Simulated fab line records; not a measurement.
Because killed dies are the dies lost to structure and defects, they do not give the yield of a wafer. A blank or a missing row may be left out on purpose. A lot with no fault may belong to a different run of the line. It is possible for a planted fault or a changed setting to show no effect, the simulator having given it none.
fab line records	flow nand_harc
record: lots: 6	wafers: 18	last_day: 24
route steps=1159 shown P_ZERO_WELL@14 END@1159
lots untouched by any fault: they come from a run of this same line in which no faults occurred
start_h: start of the lot's first displayed wafer, in hours after the record's first day	wait_h: how many hours have passed since the lot's step before this one	" repeats the value in the row above	L1.1+2: several wafers, shown together as one row	- either no value or no given start	* or withheld: withheld	< > ~ a bound
route shown NAME@n: NAME is a module with steps in the file, n the number in the route of the first one	usual: average and standard deviation across the fault-free wafers	same: alike in all rows	chamber/n: place in a boat	sites: per-site readings	_std_site: how widely they spread, as a standard deviation	_edge_site: the outer-site mean with the inner-site mean subtracted	radius_mm: for every site, how far away it sits from the centre of the wafer	mask NAME#n: copy n	behind: tool/chamber where the wafer was last shaped	hold: why the lot went on hold/how many hours it stayed there/how the hold came to an end	device: names the non-switching transistor (n, p or np)	end of line: at the end of the route, the tests of the same wafers	where a step has no rows: the recipe by itself	killed: the dies lost at the first sort to structure and to defects; this is not the yield of the wafer	map: shows each die of a wafer: x if killed, . if not, _ if none is there
set.NAME: the setting that was run; set.NAME@STEP: the one run at that earlier step	model.NAME: the simulator's own value behind a step, which no gauge read
lots seen at some steps along the route; tables by step, rows by wafer
services: a tool's chamber out of use, with start hour (start_h, from the record's first day; less than 0 if before it), hours out, and reason
== steps ==
step: NHARC_P_ZERO_WELL_CD_MEAS_11
recipe: target_cd_nm: 500	landing_energy_ev: 500
usual: cd_nm: 500.2/2
lot.wafer	tool	chamber	start_h	wait_h	cd_nm
L839.1	cd_sem-02	0	37.26	-	498.7
L839.3	"	0	"	"	502.8
L839.4	"	0	"	"	500.6
L842.3	cd_sem-03	0	55.13	-	502.3
L842.4	"	0	"	"	501.2
L842.6	"	0	"	"	504.4
L843.3	cd_sem-03	0	61.13	-	500.2
L843.5	"	0	"	"	501.1
L843.6	"	0	"	"	502.1
L854.1	cd_sem-02	0	127.24	-	499.2
L854.3	"	0	"	"	499.9
L854.4	"	0	"	"	501.1
L855.3	cd_sem-03	0	133.24	-	502.7
L855.5	"	0	"	"	501.0
L855.6	"	0	"	"	503.4
L857.2	cd_sem-03	0	145.25	-	504.0
L857.5	"	0	"	"	500.7
L857.6	"	0	"	"	496.8
step: NHARC_P_ZERO_WELL_HARDBAKE_12
recipe: temp_c: 118	time_s: 65
step: NHARC_P_ZERO_WELL_DESCUM_13
recipe: time_s: 3	o2_flow_sccm: 200	ar_flow_sccm: 0	bias_power_w: 0	chemistry: O2
usual: drypump_motor_current_A: 5.6/0.31	oes_product_au: 0.996/0.01	rf_vpp_V: 58.0/0.85	showerhead_plenum_p_Torr: 1.97/0.08	throttle_valve_pct: 11.311/0.0085
lot.wafer	tool	chamber	start_h	wait_h	drypump_motor_current_A	oes_product_au	rf_hours_counter_h	rf_vpp_V	showerhead_plenum_p_Torr	throttle_valve_pct
L839.3	rie_diel-08	3	37.43	-	6.1	0.975	5	57.8	2.03	11.320
L839.4	"	0	"	"	5.6	1.001	5	58.1	2.07	11.320
L839.1	"	1	"	"	5.6	0.996	6	57.7	1.92	11.298
L842.4	rie_diel-08	3	55.28	-	6.0	0.979	7	58.1	2.03	11.306
L842.3	"	2	"	"	5.3	0.996	7	59.0	1.85	11.325
L842.6	"	0	"	"	5.6	1.003	-	58.0	2.07	11.322
L843.3	rie_diel-04	0	61.30	-	5.8	1.016	8	58.5	1.92	11.307
L843.6	"	1	"	"	5.1	1.007	-	59.3	2.05	11.298
L843.5	"	2	"	"	6.0	1.009	-	58.4	1.93	11.294
L854.1	rie_diel-01	1	127.39	-	5.8	0.988	9	58.2	2.01	11.314
L854.3	"	3	"	"	5.1	0.984	9	58.3	2.02	11.314
L854.4	"	0	"	"	5.6	1.005	10	56.7	1.96	11.313
L855.3	rie_diel-04	0	133.40	-	5.8	1.005	1	57.9	1.92	11.311
L855.6	"	3	"	"	5.4	0.987	-	57.7	1.81	11.311
L855.5	"	0	"	"	5.8	1.002	-	57.8	1.92	11.316
L857.2	rie_diel-08	2	145.44	-	5.3	0.999	0	58.0	1.85	11.300
L857.6	"	0	"	"	5.6	1.020	-	58.0	2.06	11.304
L857.5	"	1	"	"	5.5	0.986	-	57.3	1.92	11.308
step: NHARC_P_ZERO_WELL_ETCH_65
recipe: target_depth_a: 800	overetch_a: 240	time_s: 87.88	ion_energy_ev: 200	n2_flow_sccm: 150	h2_flow_sccm: 150	ar_flow_sccm: 0	rf_w: 400	bias_w: 150	chemistry: N2/H2
usual: bias_w: 150.0/0.47	drypump_motor_current_A: 5.61/0.29	oes_product_au: 0.996/0.0097	rf_vpp_V: 431.9/2.5	showerhead_plenum_p_Torr: 2.09/0.09	throttle_valve_pct: 14.172/0.0092
lot.wafer	tool	chamber	start_h	wait_h	bias_w	drypump_motor_current_A	oes_product_au	rf_hours_counter_h	rf_vpp_V	showerhead_plenum_p_Torr	throttle_valve_pct
L839.3	rie_diel-08	2	37.51	0.1	149.4	5.31	1.006	5	428.0	1.97	14.168
L839.4	"	3	"	"	150.1	6.01	0.984	5	434.0	2.17	14.180
L839.1	"	0	"	"	149.9	5.59	1.002	5	435.4	2.21	14.189
L842.4	rie_diel-08	3	55.36	0.1	149.5	6.00	0.979	7	433.5	2.17	14.173
L842.3	"	1	"	"	149.5	5.55	0.994	8	430.1	2.05	14.177
L842.6	"	0	"	"	149.6	5.59	1.014	-	435.6	2.21	14.174
L843.3	rie_diel-04	0	61.36	0.1	150.1	5.83	1.008	8	431.6	2.04	14.176
L843.5	"	0	"	"	150.3	5.82	1.004	-	429.9	2.05	14.177
L843.6	"	1	"	"	149.2	5.10	0.999	-	434.3	2.19	14.176
L854.4	rie_diel-01	3	127.49	0.1	149.2	5.14	0.987	9	433.5	2.15	14.158
L854.3	"	0	"	"	149.4	5.63	1.018	10	432.1	2.09	14.186
L854.1	"	1	"	"	149.6	5.83	1.000	9	433.5	2.15	14.172
L855.3	rie_diel-04	2	133.48	0.1	149.3	6.00	1.001	1	431.8	2.06	14.164
L855.6	"	2	"	"	149.3	6.00	0.997	-	430.5	2.06	14.182
L855.5	"	3	"	"	149.7	5.38	0.986	-	428.0	1.92	14.191
L857.2	rie_diel-08	2	145.50	0.1	150.2	5.34	0.993	0	428.8	1.97	14.165
L857.5	"	2	"	"	149.2	5.34	0.995	-	429.5	1.97	14.158
L857.6	"	3	"	"	150.2	6.00	0.985	-	433.9	2.17	14.155
step: NHARC_P_ZERO_WELL_ETCH_62
recipe: target_depth_a: 130	time_s: 6.5	chf3_flow_sccm: 50	ar_flow_sccm: 200	rf_w: 500	bias_w: 200	chemistry: CHF3/Ar
usual: bias_w: 200.0/0.55	drypump_motor_current_A: 5.59/0.28	oes_product_au: 0.956/0.021	rf_vpp_V: 371.6/2.2	showerhead_plenum_p_Torr: 2.39/0.095	throttle_valve_pct: 20.215/0.0086
lot.wafer	tool	chamber	start_h	wait_h	bias_w	drypump_motor_current_A	oes_product_au	rf_hours_counter_h	rf_vpp_V	showerhead_plenum_p_Torr	throttle_valve_pct
L839.1	rie_diel-08	1	-	-	199.4	5.57	0.962	6	371.3	2.35	20.232
L839.3	"	3	"	"	199.6	6.00	0.947	5	373.0	2.48	20.219
L839.4	"	0	"	"	199.6	5.59	0.992	5	373.9	2.52	20.223
L842.3	rie_diel-08	1	-	-	200.0	5.55	0.914	8	370.7	2.35	20.209
L842.4	"	3	"	"	199.3	6.01	0.904	7	373.1	2.48	20.215
L842.6	"	2	"	"	199.4	5.34	0.924	-	367.3	2.27	20.213
L843.3	rie_diel-04	0	-	-	201.0	5.80	0.983	8	372.2	2.35	20.212
L843.6	"	3	"	"	199.7	5.40	0.978	-	365.8	2.22	20.214
L843.5	"	0	"	"	200.4	5.82	0.989	-	371.2	2.35	20.216
L854.4	rie_diel-01	0	-	-	199.9	5.62	0.993	10	372.0	2.39	20.195
L854.3	"	2	"	"	200.1	5.87	0.954	8	373.4	2.46	20.219
L854.1	"	3	"	"	199.8	5.16	0.975	9	372.9	2.47	20.218
L855.3	rie_diel-04	1	-	-	199.3	5.11	0.966	1	375.3	2.50	20.211
L855.5	"	2	"	"	200.3	6.00	0.976	-	371.8	2.36	20.222
L855.6	"	3	"	"	200.3	5.37	0.946	-	367.9	2.22	20.218
L857.2	rie_diel-08	1	-	-	200.8	5.52	0.942	0	371.6	2.35	20.214
L857.6	"	0	"	"	200.4	5.60	0.961	-	374.2	2.52	20.211
L857.5	"	1	"	"	200.6	5.55	0.941	-	370.7	2.35	20.228
step: NHARC_P_ZERO_WELL_ETCH_63
recipe: target_depth_a: 1200	time_s: 40.1	hbr_flow_sccm: 150	cl2_flow_sccm: 50	rf_w: 400	icp_w: 400	bias_w: 100	chemistry: HBr/Cl2
usual: bias_w: 100.01/0.3	drypump_motor_current_A: 5.6/0.41	he_backside_leak_sccm: 2.60/0.24	oes_product_au: 1.005/0.01	throttle_valve_pct: 26.405/0.009
lot.wafer	tool	chamber	start_h	wait_h	bias_w	drypump_motor_current_A	he_backside_leak_sccm	oes_product_au	rf_hours_counter_h	throttle_valve_pct
L839.3	rie_si-06	1	37.68	-	99.88	5.7	2.58	1.023	0.1	26.417
L839.4	"	2	"	"	99.81	5.5	2.57	1.010	0.1	26.397
L839.1	"	0	"	"	99.67	5.5	2.33	1.013	0.1	26.409
L842.3	rie_si-03	2	55.54	-	100.47	5.5	2.59	1.004	0.1	26.403
L842.4	"	3	"	"	99.91	5.3	2.62	1.001	0.8	26.406
L842.6	"	2	"	"	99.95	5.5	2.70	1.006	-	26.397
L843.3	rie_si-03	2	61.55	-	100.04	5.5	2.81	0.996	0.2	26.395
L843.6	"	1	"	"	100.22	5.7	2.28	0.992	-	26.397
L843.5	"	2	"	"	100.20	5.5	2.56	1.002	-	26.395
L854.1	rie_si-06	0	127.65	-	100.33	5.5	2.29	1.003	1.1	26.395
L854.3	"	1	"	"	100.15	5.7	2.39	1.019	1.0	26.427
L854.4	"	3	"	"	99.67	5.8	2.75	1.012	-	26.400
L855.3	rie_si-06	0	133.69	-	99.72	5.5	2.39	1.009	1.2	26.396
L855.5	"	1	"	"	100.35	5.7	2.38	1.023	-	26.405
L855.6	"	3	"	"	99.84	5.8	2.85	1.009	-	26.403
L857.2	rie_si-06	1	145.70	-	99.68	5.7	2.38	1.026	1.3	26.415
L857.5	"	1	"	"	100.03	5.7	2.35	1.021	-	26.388
L857.6	"	3	"	"	99.96	5.8	2.65	1.011	-	26.388
step: NHARC_P_ZERO_WELL_STRIP_15
recipe: time_s: 900	temp_c: 130	chemistry: SPM
step: NHARC_P_ZERO_WELL_DEHYDRATE_16
recipe: temp_c: 150	time_s: 120
step: NHARC_P_ZERO_WELL_HMDS_17
recipe: time_s: 30
step: NHARC_P_ZERO_WELL_COAT_18
recipe: spin_rpm: withheld
step: NHARC_P_ZERO_WELL_SOFTBAKE_19
recipe: temp_c: 122	time_s: 95
step: NHARC_P_ZERO_WELL_EBR_20
step: NHARC_P_ZERO_WELL_EXPOSE_21
recipe: na: 0.6	target_cd_nm: 720	dose_mj: 22.31	mask_id: P_NWELL
usual: exposure_dose_mJ_cm2: 22.309/0.022	focus_offset_nm: 0.0/0.5	na: 0.6/0
lot.wafer	tool	chamber	start_h	wait_h	mask	exposure_dose_mJ_cm2	focus_offset_nm	na
L839.1	krf_scanner-04	0	38.45	-	P_NWELL#0	22.336	0.1	0.6
L839.3	"	0	"	"	P_NWELL#0	22.349	-0.2	0.6
L839.4	"	0	"	"	P_NWELL#0	22.297	0.2	0.6
L842.3	krf_scanner-02	-	56.31	-	P_NWELL#0	-	-	-
L842.4	"	-	"	"	P_NWELL#0	-	-	-
L842.6	"	-	"	"	P_NWELL#0	-	-	-
L843.3	krf_scanner-04	-	62.33	-	P_NWELL#0	-	-	-
L843.5	"	-	"	"	P_NWELL#0	-	-	-
L843.6	"	-	"	"	P_NWELL#0	-	-	-
L854.1	krf_scanner-02	0	128.45	-	P_NWELL#0	22.326	-0.2	0.6
L854.3	"	0	"	"	P_NWELL#0	22.317	0.5	0.6
L854.4	"	0	"	"	P_NWELL#0	22.333	0.4	0.6
L855.3	krf_scanner-02	0	134.34	-	P_NWELL#0	22.297	-0.7	0.6
L855.5	"	0	"	"	P_NWELL#0	22.300	-0.1	0.6
L855.6	"	0	"	"	P_NWELL#0	22.305	0.1	0.6
L857.2	krf_scanner-04	0	146.49	-	P_NWELL#0	22.306	1.3	0.6
L857.5	"	0	"	"	P_NWELL#0	22.302	0.2	0.6
L857.6	"	0	"	"	P_NWELL#0	22.313	-0.2	0.6
step: NHARC_P_ZERO_WELL_PEB_22
recipe: peb_temp_c: 118	peb_time_s: 85
step: NHARC_P_ZERO_WELL_DEVELOP_23
recipe: time_s: 70
step: NHARC_P_ZERO_WELL_CD_MEAS_24
recipe: target_cd_nm: 720	landing_energy_ev: 500
usual: cd_nm: 718.9/2.2
lot.wafer	tool	chamber	start_h	wait_h	cd_nm
L839.1	cd_sem-02	0	38.60	-	719.0
L839.3	"	0	"	"	719.5
L839.4	"	0	"	"	719.9
L842.3	cd_sem-01	0	56.47	-	-
L842.4	"	0	"	"	-
L842.6	"	0	"	"	-
L843.3	cd_sem-02	0	62.48	-	-
L843.5	"	0	"	"	-
L843.6	"	0	"	"	-
L854.1	cd_sem-03	0	128.61	-	717.7
L854.3	"	0	"	"	719.3
L854.4	"	0	"	"	719.5
L855.3	cd_sem-02	0	134.49	-	720.4
L855.5	"	0	"	"	718.9
L855.6	"	0	"	"	719.9
L857.2	cd_sem-03	0	146.65	-	717.6
L857.5	"	0	"	"	720.4
L857.6	"	0	"	"	721.1
step: NHARC_P_ZERO_WELL_HARDBAKE_25
recipe: temp_c: 125	time_s: 80
step: NHARC_P_ZERO_WELL_DESCUM_26
recipe: time_s: 3	o2_flow_sccm: 200	ar_flow_sccm: 0	bias_power_w: 0	chemistry: O2
usual: drypump_motor_current_A: 5.6/0.31	oes_product_au: 0.996/0.009	rf_vpp_V: 58.0/0.89	showerhead_plenum_p_Torr: 1.96/0.077	throttle_valve_pct: 11.310/0.0091
lot.wafer	tool	chamber	start_h	wait_h	drypump_motor_current_A	oes_product_au	rf_hours_counter_h	rf_vpp_V	showerhead_plenum_p_Torr	throttle_valve_pct	model.P_ZERO_WELL.cd_nm
L839.1	rie_diel-04	2	38.76	-	6.0	1.001	9	57.1	1.93	11.319	719.2
L839.3	"	1	"	"	5.1	1.000	9	57.7	2.05	11.311	719.6
L839.4	"	2	"	"	6.0	1.002	-	57.7	1.93	11.319	720.3
L842.3	rie_diel-04	3	56.65	-	5.4	1.004	10	56.9	1.81	11.324	502.5
L842.4	"	0	"	"	5.8	1.003	8	59.2	1.92	11.299	501.6
L842.6	"	2	"	"	6.0	1.004	-	59.2	1.93	11.316	503.9
L843.3	rie_diel-04	0	62.66	-	5.8	1.004	8	58.3	1.92	11.325	499.8
L843.5	"	2	"	"	6.0	1.009	-	59.0	1.93	11.299	500.8
L843.6	"	3	"	"	5.4	1.000	-	57.6	1.81	11.335	500.7
L854.4	rie_diel-01	0	128.77	-	5.6	1.002	10	58.8	1.96	11.313	-
L854.1	"	1	"	"	5.8	0.992	9	57.8	2.01	11.308	717.5
L854.3	"	2	"	"	5.9	0.992	9	59.0	2.01	11.317	719.3
L855.3	rie_diel-08	2	134.67	-	5.3	1.002	0	55.8	1.85	11.317	720.7
L855.6	"	0	"	"	5.6	1.019	-	57.5	2.06	11.304	720.2
L855.5	"	1	"	"	5.5	0.991	-	58.3	1.92	11.314	718.9
L857.2	rie_diel-04	0	146.85	-	5.8	0.995	2	58.0	1.92	11.317	717.3
L857.5	"	1	"	"	5.1	0.982	-	58.0	2.05	11.298	719.9
L857.6	"	2	"	"	6.0	0.994	-	58.3	1.93	11.303	720.7
step: NHARC_P_ZERO_WELL_IMPLANT_27
recipe: energy_kev: 600	dose_cm2: 1e+13	tilt_deg: 7
step: NHARC_P_ZERO_WELL_IMPLANT_57
recipe: energy_kev: 250	dose_cm2: 4e+12	tilt_deg: 7
step: NHARC_P_ZERO_WELL_IMPLANT_58
recipe: energy_kev: 100	dose_cm2: 2e+12	tilt_deg: 7
step: NHARC_P_ZERO_WELL_STRIP_28
recipe: time_s: 840	temp_c: 130	chemistry: SPM
step: NHARC_P_ZERO_WELL_DEHYDRATE_29
recipe: temp_c: 150	time_s: 120
step: NHARC_P_ZERO_WELL_HMDS_30
recipe: time_s: 30
step: NHARC_P_ZERO_WELL_COAT_31
recipe: spin_rpm: withheld
step: NHARC_P_ZERO_WELL_SOFTBAKE_32
recipe: temp_c: 122	time_s: 95
step: NHARC_P_ZERO_WELL_EBR_33
step: NHARC_P_ZERO_WELL_EXPOSE_34
recipe: na: 0.6	target_cd_nm: 720	dose_mj: 22.31	mask_id: P_PWELL
step: NHARC_P_ZERO_WELL_PEB_35
recipe: peb_temp_c: 118	peb_time_s: 85
step: NHARC_P_ZERO_WELL_DEVELOP_36
recipe: time_s: 70
step: NHARC_P_ZERO_WELL_CD_MEAS_37
recipe: target_cd_nm: 720	landing_energy_ev: 500
usual: cd_nm: 719.6/2.1
lot.wafer	tool	chamber	start_h	wait_h	cd_nm
L839.1	cd_sem-03	0	40.17	-	717.2
L839.3	"	0	"	"	720.3
L839.4	"	0	"	"	719.2
L842.3	cd_sem-03	0	58.12	-	723.9
L842.4	"	0	"	"	720.1
L842.6	"	0	"	"	721.7
L843.3	cd_sem-01	0	64.13	-	722.4
L843.5	"	0	"	"	718.9
L843.6	"	0	"	"	718.3
L854.1	cd_sem-01	0	130.12	-	716.5
L854.3	"	0	"	"	717.8
L854.4	"	0	"	"	718.4
L855.3	cd_sem-01	0	136.13	-	716.0
L855.5	"	0	"	"	716.3
L855.6	"	0	"	"	716.5
L857.2	cd_sem-02	0	148.17	-	719.5
L857.5	"	0	"	"	718.8
L857.6	"	0	"	"	720.2
step: NHARC_P_ZERO_WELL_HARDBAKE_38
recipe: temp_c: 125	time_s: 80
step: NHARC_P_ZERO_WELL_DESCUM_39
recipe: time_s: 3	o2_flow_sccm: 200	ar_flow_sccm: 0	bias_power_w: 0	chemistry: O2
usual: drypump_motor_current_A: 5.6/0.31	oes_product_au: 0.996/0.011	rf_vpp_V: 57.9/0.95	showerhead_plenum_p_Torr: 1.96/0.077	throttle_valve_pct: 11.311/0.0081
lot.wafer	tool	chamber	start_h	wait_h	drypump_motor_current_A	oes_product_au	rf_hours_counter_h	rf_vpp_V	showerhead_plenum_p_Torr	throttle_valve_pct
L839.1	rie_diel-08	1	40.34	-	5.5	0.988	6	58.0	1.92	11.308
L839.3	"	2	"	"	5.3	0.991	6	57.5	1.85	11.309
L839.4	"	1	"	"	5.6	0.993	-	57.7	1.92	11.318
L842.3	rie_diel-04	2	58.27	-	6.0	0.998	10	57.4	1.93	11.328
L842.4	"	3	"	"	5.4	0.995	10	57.7	1.81	11.303
L842.6	"	3	"	"	5.4	0.999	-	57.1	1.81	11.316
L843.3	rie_diel-04	1	64.30	-	5.1	0.990	11	59.2	2.05	11.318
L843.6	"	0	"	"	5.8	0.995	-	57.1	1.92	11.309
L843.5	"	1	"	"	5.1	1.000	-	57.4	2.05	11.316
L854.4	rie_diel-01	0	130.30	-	5.6	1.015	10	57.6	1.96	11.313
L854.3	"	1	"	"	5.8	1.007	9	58.5	2.01	11.324
L854.1	"	3	"	"	5.2	1.002	10	57.8	2.02	11.304
L855.3	rie_diel-04	2	136.29	-	6.0	0.997	1	57.5	1.93	11.321
L855.6	"	1	"	"	5.1	0.992	-	59.2	2.05	11.302
L855.5	"	2	"	"	6.0	1.001	-	58.0	1.93	11.305
L857.2	rie_diel-04	0	148.35	-	5.8	1.011	2	57.8	1.92	11.310
L857.5	"	2	"	"	6.0	1.001	-	56.3	1.93	11.307
L857.6	"	3	"	"	5.4	0.993	-	55.8	1.81	11.314
step: NHARC_P_ZERO_WELL_IMPLANT_40
recipe: energy_kev: 300	dose_cm2: 1e+13	tilt_deg: 7
step: NHARC_P_ZERO_WELL_IMPLANT_59
recipe: energy_kev: 120	dose_cm2: 5e+12	tilt_deg: 7
step: NHARC_P_ZERO_WELL_IMPLANT_60
recipe: energy_kev: 30	dose_cm2: 2e+12	tilt_deg: 7
step: NHARC_P_ZERO_WELL_STRIP_41
recipe: time_s: 840	temp_c: 130	chemistry: SPM
step: NHARC_P_ZERO_WELL_DEHYDRATE_44
recipe: temp_c: 150	time_s: 120
step: NHARC_P_ZERO_WELL_HMDS_45
recipe: time_s: 30
step: NHARC_P_ZERO_WELL_COAT_46
recipe: spin_rpm: withheld
step: NHARC_P_ZERO_WELL_SOFTBAKE_47
recipe: temp_c: 122	time_s: 95
step: NHARC_P_ZERO_WELL_EBR_48
step: NHARC_P_ZERO_WELL_INSPECT_43
usual: raw_defect_count: 15/8.6
lot.wafer	tool	chamber	start_h	wait_h	hold	raw_defect_count
L839.1	defect_inspect-02	-	43.63	0.6	-	11
L839.3	"	-	"	"	-	19
L839.4	"	-	"	"	-	13
L842.3	defect_inspect-01	-	61.48	0.4	await_dispo/0.2h/release	1103
L842.4	"	-	"	"	await_dispo/0.2h/release	1049
L842.6	"	-	"	"	await_dispo/0.2h/release	1172
L842.3	defect_inspect-01	-	61.65	0.2	-	1123
L842.4	"	-	"	"	-	1037
L842.6	"	-	"	"	-	1160
L843.3	defect_inspect-02	-	67.61	0.4	await_dispo/0.2h/release	1145
L843.5	"	-	"	"	await_dispo/0.2h/release	1030
L843.6	"	-	"	"	await_dispo/0.2h/release	1088
L843.3	defect_inspect-02	-	67.78	0.2	-	1146
L843.5	"	-	"	"	-	1019
L843.6	"	-	"	"	-	1076
L854.1	defect_inspect-01	-	133.47	0.6	-	6
L854.3	"	-	"	"	-	11
L854.4	"	-	"	"	-	14
L855.3	defect_inspect-01	-	139.47	0.4	-	18
L855.5	"	-	"	"	-	20
L855.6	"	-	"	"	-	11
L857.2	defect_inspect-02	-	151.71	0.5	-	10
L857.5	"	-	"	"	-	5
L857.6	"	-	"	"	-	4
step: NHARC_END_SORT_01
recipe: temp_c: 25
usual: defect_limited_yield: 95.7/1.5	killed_at_array: 25/9.5	killed_at_other: 0.8/1.2	killed_at_periphery: 3.4/2.2	killed_dies: 29/10	killed_open: 3.3/1.8	killed_short: 2.1/1.4	sort_bin_2_pct: 1.4/0.63	sort_bin_3_pct: 0.22/0.2	sort_bin_4_pct: 2.7/0.96	sort_n_pass: 648/10	sort_rim_yield_pct: 95.6/2.8	sort_yield_pct: 95.7/1.5
same: gross_dies: 677	sort_bin_5_pct[%]: 0	sort_bin_6_pct[%]: 0	sort_bin_7_pct[%]: 0	sort_bin_8_pct[%]: 0	sort_rim_n_gross: 106.00
lot.wafer	tool	chamber	start_h	wait_h	defect_limited_yield[%]	killed_at_array	killed_at_other	killed_at_periphery	killed_dies	killed_open	killed_short	sort_bin_2_pct[%]	sort_bin_3_pct[%]	sort_bin_4_pct[%]	sort_n_pass	sort_rim_yield_pct[%]	sort_yield_pct[%]
L839.1	prober-02	0	457.28	2.5	97.2	16	0	3	19	1	3	0.6	0.15	2.1	658	95.3	97.2
L839.3	prober-02	0	458.90	3.1	98.2	9	2	1	12	5	1	0.4	0	1.3	665	100.0	98.2
L839.4	prober-02	0	459.70	3.4	97.9	10	0	4	14	0	3	0.7	0	1.3	663	97.2	97.9
L854.1	prober-01	0	561.25	2.5	93.9	37	0	4	41	1	1	2.1	0.30	3.7	636	92.5	93.9
L854.3	prober-01	0	562.82	3.1	93.5	33	2	9	44	4	5	2.7	0.15	3.7	633	95.3	93.5
L854.4	prober-01	0	563.61	3.4	94.5	31	0	6	37	1	1	1.3	0.30	3.8	640	91.5	94.5
L855.3	prober-01	0	577.28	3.1	94.1	35	1	4	40	6	2	2.1	0.15	3.7	637	91.5	94.1
L855.5	prober-01	0	578.86	3.7	94.2	33	1	5	39	1	0	1.2	0.30	4.3	638	91.5	94.2
L855.6	prober-01	0	579.66	4.0	91.4	53	0	5	58	5	2	3.5	0.30	4.7	619	94.3	91.4
L857.2	prober-02	0	584.30	2.8	95.4	28	1	2	31	4	3	1.6	0.44	2.5	646	89.6	95.4
L857.5	prober-02	0	586.69	3.7	95.3	31	0	1	32	1	0	2.2	0.15	2.4	645	96.2	95.3
L857.6	prober-02	0	587.49	4.0	95.1	29	0	4	33	2	4	1.0	0.30	3.5	644	90.6	95.1
killed by level:class
L839.1 A_ZERO_WELL:chamber_film_flake=4 A_CHANNEL_FILL_D1:chamber_film_flake=3 A_STAIRCASE:chamber_film_flake=2 A_WL_FILL:chamber_film_flake=2 A_CONTACT:chamber_film_flake=2 P_CONTACT:geometric_particle:open=1 P_M0:geometric_particle:short=1 A_CHANNEL_HOLE_D1:geometric_particle:short=1
L839.3 A_CHANNEL_HOLE_D1:chamber_film_flake=2 A_CHANNEL_FILL_D1:chamber_film_flake=2 P_M0:geometric_particle:open=1 A_CONTACT:geometric_particle:open=1 A_CONTACT:geometric_particle:short=1 A_BLC:geometric_particle:open=1 A_M0:geometric_particle:open=1 STARTING-WAFER:geometric_particle:open=1
L839.4 A_CHANNEL_FILL_D1:chamber_film_flake=3 A_CHANNEL_HOLE_D1:chamber_film_flake=2 P_GATE:geometric_particle:short=1 A_ONON_D1:geometric_particle:short=1 A_CHANNEL_FILL_D1:geometric_particle:short=1 P_GATE:chamber_film_flake=1 P_M0:chamber_film_flake=1 P_BONDPAD:chamber_film_flake=1
L854.1 A_SLIT:chamber_film_flake=17 A_CHANNEL_HOLE_D1:chamber_film_flake=5 A_BLC:chamber_film_flake=5 P_GATE:chamber_film_flake=4 A_ZERO_WELL:chamber_film_flake=4 A_CONTACT:chamber_film_flake=2 A_WL_FILL:geometric_particle:short=1 A_M0:geometric_particle:open=1
L854.3 A_SLIT:chamber_film_flake=14 P_GATE:chamber_film_flake=7 A_BLC:chamber_film_flake=4 A_CHANNEL_HOLE_D1:chamber_film_flake=3 A_CONTACT:chamber_film_flake=3 A_M0:geometric_particle:short=2 THIN_TSV:chamber_film_flake=2 P_GATE:geometric_particle:open=1
L854.4 A_CHANNEL_HOLE_D1:chamber_film_flake=12 A_SLIT:chamber_film_flake=9 P_GATE:chamber_film_flake=5 A_STAIRCASE:chamber_film_flake=3 A_BLC:chamber_film_flake=2 A_CHANNEL_FILL_D1:geometric_particle:open=1 A_SGD_CUT:geometric_particle:short=1 P_ZERO_WELL:chamber_film_flake=1
L855.3 A_CHANNEL_HOLE_D1:chamber_film_flake=12 A_SLIT:chamber_film_flake=9 A_CONTACT:chamber_film_flake=4 P_ZERO_WELL:chamber_film_flake=3 A_SGD_CUT:geometric_particle:short=2 A_WL_FILL:geometric_particle:open=2 A_ONON_D1:geometric_particle:open=1 A_SGD_CUT:geometric_particle:open=1
L855.5 A_CHANNEL_HOLE_D1:chamber_film_flake=19 A_SLIT:chamber_film_flake=6 A_CONTACT:chamber_film_flake=5 P_ZERO_WELL:chamber_film_flake=3 A_WL_FILL:geometric_particle:open=1 P_STI:chamber_film_flake=1 P_GATE:chamber_film_flake=1 A_STAIRCASE:chamber_film_flake=1
L855.6 A_CHANNEL_HOLE_D1:chamber_film_flake=19 A_SLIT:chamber_film_flake=17 A_CONTACT:chamber_film_flake=4 P_ZERO_WELL:chamber_film_flake=3 A_CHANNEL_FILL_D1:chamber_film_flake=3 A_ONON_D1:geometric_particle:open=2 A_STAIRCASE:chamber_film_flake=2 P_M0:geometric_particle:open=1
L857.2 A_SLIT:chamber_film_flake=10 A_CONTACT:chamber_film_flake=5 A_CHANNEL_HOLE_D1:chamber_film_flake=3 A_WL_FILL:chamber_film_flake=3 A_M0:geometric_particle:open=2 P_ZERO_WELL:chamber_film_flake=2 A_SOURCE_PLATE:geometric_particle:open=1 A_CHANNEL_FILL_D1:geometric_particle:open=1
L857.5 A_SLIT:chamber_film_flake=20 A_CHANNEL_HOLE_D1:chamber_film_flake=4 A_STAIRCASE:chamber_film_flake=3 A_CONTACT:chamber_film_flake=3 A_CONTACT:geometric_particle:open=1 P_ZERO_WELL:chamber_film_flake=1
L857.6 A_SLIT:chamber_film_flake=9 A_CHANNEL_HOLE_D1:chamber_film_flake=5 A_CONTACT:chamber_film_flake=4 P_ZERO_WELL:chamber_film_flake=3 A_WL_FILL:chamber_film_flake=3 A_STAIRCASE:chamber_film_flake=2 P_CONTACT:geometric_particle:short=1 A_CHANNEL_FILL_D1:geometric_particle:open=1
== services ==
tool	chamber	start_h	hours	kind
rie_diel-04	0	17.43	-	clean
rie_diel-04	1	17.43	-	clean
rie_diel-04	2	17.43	-	clean
rie_diel-04	3	17.43	-	clean
rie_diel-04	3	29.25	2.6	repair
rie_diel-04	0	33.17	12.5	repair
rie_diel-08	0	37.74	15.8	repair
krf_scanner-02	-	38.00	4.0	pm
rie_diel-04	1	41.93	-	clean
rie_diel-04	2	41.93	-	clean
rie_diel-04	3	41.93	-	clean
rie_si-06	1	76.89	5.1	repair
rie_si-06	0	77.13	8.0	repair
rie_si-03	1	94.57	12.2	repair
rie_si-06	-	100.83	0.9	repair
rie_si-06	-	105.44	1.7	repair
rie_diel-04	-	111.90	9.0	pm
rie_si-03	3	112.71	12.2	repair
rie_si-06	2	123.35	16.0	repair
rie_diel-08	-	124.80	9.0	pm
krf_scanner-04	-	126.25	4.0	pm
rie_diel-01	-	137.82	9.0	pm
krf_scanner-04	-	138.07	1.1	repair
rie_si-06	2	142.04	26.1	repair
== key ==
first_sign: step: NHARC_P_ZERO_WELL_EXPOSE_21	reading: tool_record	direction: missing
effect: step: NHARC_P_ZERO_WELL_CD_MEAS_24	reading: cd_nm	direction: missing
effect: step: NHARC_P_ZERO_WELL_INSPECT_43	reading: raw_defect_count	direction: up	sigmas: 99+	usual: 15	struck: 1098
model_effect: step: NHARC_P_ZERO_WELL_DESCUM_26	value: P_ZERO_WELL.cd_nm	without: 719.5	struck: 501.6
met_at NHARC_P_ZERO_WELL_EXPOSE_21
struck_wafers L842.3,L842.4,L842.6,L843.3,L843.5,L843.6
scrapped_behind NHARC_P_ZERO_WELL_INSPECT_43 L842.3,L842.4,L842.6,L843.3,L843.5,L843.6
onset_between 38.45 56.31
fault: kind: skipped_step_whole	tool: krf_scanner-02,krf_scanner-04	chamber: -	onset_h: 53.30	steps: NHARC_P_ZERO_WELL_EXPOSE_21	scope: struck_lots_only
